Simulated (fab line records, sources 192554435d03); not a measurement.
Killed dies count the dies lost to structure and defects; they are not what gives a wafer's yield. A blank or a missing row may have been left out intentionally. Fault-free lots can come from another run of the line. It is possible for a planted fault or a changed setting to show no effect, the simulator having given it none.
Chamber matching -- flow n5 finfet -- N5_BEOL_M12_ETCH_68 on rie diel-06 has 4 sister chambers
The step etches SOC in N2/H2, time 285 s. 22 wafers are shown with their chamber, then 11 later ones without.

== WAFERS, EACH WITH ITS CHAMBER ==
wafer,chamber,drypump motor current A (A),throttle valve pct (%),showerhead plenum p Torr (Torr)
L077.1,2,6.8,18.1,2.51
L077.5,3,5.4,17.6,2.55
L077.6,0,5.8,17.9,2.54
L083.1,1,5.8,18.1,2.45
L083.2,2,6.9,18.1,2.50
L083.5,1,5.8,18.1,2.45
L079.2,0,5.7,17.9,2.53
L079.4,1,5.8,18.1,2.45
L079.6,2,6.8,18.1,2.50
L080.1,1,5.8,18.1,2.45
L080.2,0,5.8,17.9,2.53
L080.5,2,6.9,18.1,2.50
L084.1,1,5.8,18.1,2.44
L084.4,0,5.7,17.9,2.53
L084.5,2,6.9,18.1,2.50
L087.3,3,5.4,17.7,2.55
L087.5,2,6.9,18.2,2.50
L087.6,1,5.7,18.1,2.44
L088.1,3,5.4,17.7,2.54
L088.2,0,5.7,17.9,2.53
L088.3,1,5.8,18.1,2.44
L090.1,3,5.4,17.7,2.54

SIGNATURES (averages over the wafers above)
reading,chamber 0,chamber 1,chamber 2,chamber 3,scatter within a chamber
drypump motor current A,5.740,5.786,6.867,5.400,0.0434
throttle valve pct,17.900,18.100,18.117,17.675,0.0297
showerhead plenum p Torr,2.5320,2.4457,2.5017,2.5450,0.00491
Rule: a wafer's distance from a chamber is the root of the sum, over the readings, of the square of ((its reading less the chamber's mean) divided by the reading's scatter). If the next closest chamber is less than 2 further off than the closest, the wafer can't be placed; otherwise it belongs to the closest. The scatter is the square root of a quotient: the sum, over the shown wafers, of each reading's squared deviation from its chamber's mean, divided by wafers minus chambers.

== WAFERS WITHOUT THEIR CHAMBER ==
wafer,drypump motor current A (A),throttle valve pct (%),showerhead plenum p Torr (Torr)
L090.4,5.8,17.9,2.53
L090.5,6.9,18.2,2.50
L089.1,5.8,17.9,2.53
L089.4,6.8,18.2,2.49
L089.6,5.8,18.1,2.44
L092.1,5.8,18.1,2.44
L092.4,5.7,17.9,2.52
L092.5,5.8,17.9,2.52
L093.1,5.8,17.9,2.52
L093.4,5.8,18.1,2.44
L093.6,5.4,17.7,2.54

== WHICH CHAMBER EACH WENT THROUGH ==
wafer,from the rows above,in truth
L090.4,0,0
L090.5,2,2
L089.1,0,0
L089.4,2,2
L089.6,1,1
L092.1,1,1
L092.4,0,0
L092.5,0,0
L093.1,0,0
L093.4,1,1
L093.6,3,3
Placed correctly: 11 of 11. Not placeable from these rows: 0. Number placed wrongly: 0.
